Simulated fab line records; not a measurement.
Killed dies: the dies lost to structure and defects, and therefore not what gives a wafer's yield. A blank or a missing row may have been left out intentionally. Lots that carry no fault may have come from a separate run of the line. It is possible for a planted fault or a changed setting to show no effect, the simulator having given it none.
Which tool was responsible? + flow nandHarc + Sampling: 10 lots, 30 wafers, 2 of 1302 route steps

== WHAT THE GAUGES READ, wafer by wafer ==
NHARC_A_CHANNEL_HOLE_D2_CD_MEAS_10 targets a cd of 100 nm.
| lot  | measured     | on       | cdNm (nm)                     |
|------|--------------|----------|-------------------------------|
| L553 | day 13 17:11 | cdSem-01 | 100.3 100.7 100.6             |
| L555 | day 13 22:23 | cdSem-01 | 99.1 100.2 99.6               |
| L562 | day 16 16:45 | cdSem-03 | 100.3 100.5 100.6             |
| L566 | day 18 11:08 | cdSem-02 | 100.1 100.4 100.0             |
| L568 | day 19 08:35 | cdSem-03 | 99.6 99.3 100.0               |
| L569 | day 19 18:20 | cdSem-02 | 81.6 81.0 80.5 81.4 81.2 80.6 |
| L572 | day 21 01:00 | cdSem-01 | 100.0 100.2 99.7              |
| L571 | day 21 01:25 | cdSem-01 | 85.1 84.9 85.6 85.0 85.4 85.9 |
| L573 | day 21 19:16 | cdSem-01 | 100.1 100.5 99.5              |
| L574 | day 22 05:10 | cdSem-01 | 100.6 100.7 99.9              |

== WHAT TOOL EACH LOT RAN ON (gives the tool, then ch and the chambers of the sampled wafers, and finally the start) ==
| lot  | NHARC_A_CHANNEL_HOLE_D2_EXPOSE_07 |
|------|-----------------------------------|
| L553 | arfiScanner-02 ch 0, day 13 17:02 |
| L555 | arfiScanner-02 ch 0, day 13 22:15 |
| L562 | arfiScanner-03 ch 0, day 16 16:37 |
| L566 | arfiScanner-02 ch 0, day 18 10:59 |
| L568 | arfiScanner-03 ch 0, day 19 08:27 |
| L569 | arfiScanner-02 ch 0, day 19 18:12 |
| L572 | arfiScanner-03 ch 0, day 21 00:52 |
| L571 | arfiScanner-02 ch 0, day 21 01:16 |
| L573 | arfiScanner-01 ch 0, day 21 19:07 |
| L574 | arfiScanner-01 ch 0, day 22 05:02 |
- NHARC_A_CHANNEL_HOLE_D2_EXPOSE_07: exposes mask HOLE D2, target cd 100 nm.

== THE ANSWER, worked out from the rows above alone ==
Rule: usual is defined by the lots themselves. Put in order of their means at a reading, lots are off if they are a third of the lots or fewer, leave a main group of 4 or more, and stand apart from it by a gap of 3 or more times the standard deviation of the main group's means; of several such gaps the widest counts. A main group is skipped when, at the precision printed for the reading in the tables above, its means are all equal. Also off: a lot with no number at a reading for which 4 or more lots have one. Any other lot the step has rows for is counted as sound.
Off: L569, L571 (NHARC_A_CHANNEL_HOLE_D2_CD_MEAS_10, cdNm). The main group has a mean of 100.1 nm with a standard deviation of 0.33.
A tool fits if, at a process step before that reading, it ran every lot that is off, and no sound lot after the first of them. Gauges at NHARC_A_CHANNEL_HOLE_D2_CD_MEAS_10: tried the same way as those tools. One fits: arfiScanner-02 at NHARC_A_CHANNEL_HOLE_D2_EXPOSE_07. Its last sound lot is L566 (day 18 10:59), its first lot that is off L569 (day 19 18:12): a fault that began between those two fits.

== WHAT THE SIMULATOR HAD INSERTED ==
Process parameters drifting: arfiScanner-02 at NHARC_A_CHANNEL_HOLE_D2_EXPOSE_07, beginning at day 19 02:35. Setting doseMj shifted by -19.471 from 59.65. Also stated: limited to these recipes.
Shown lots that were struck: L569, L571. Same finding as the rule above.
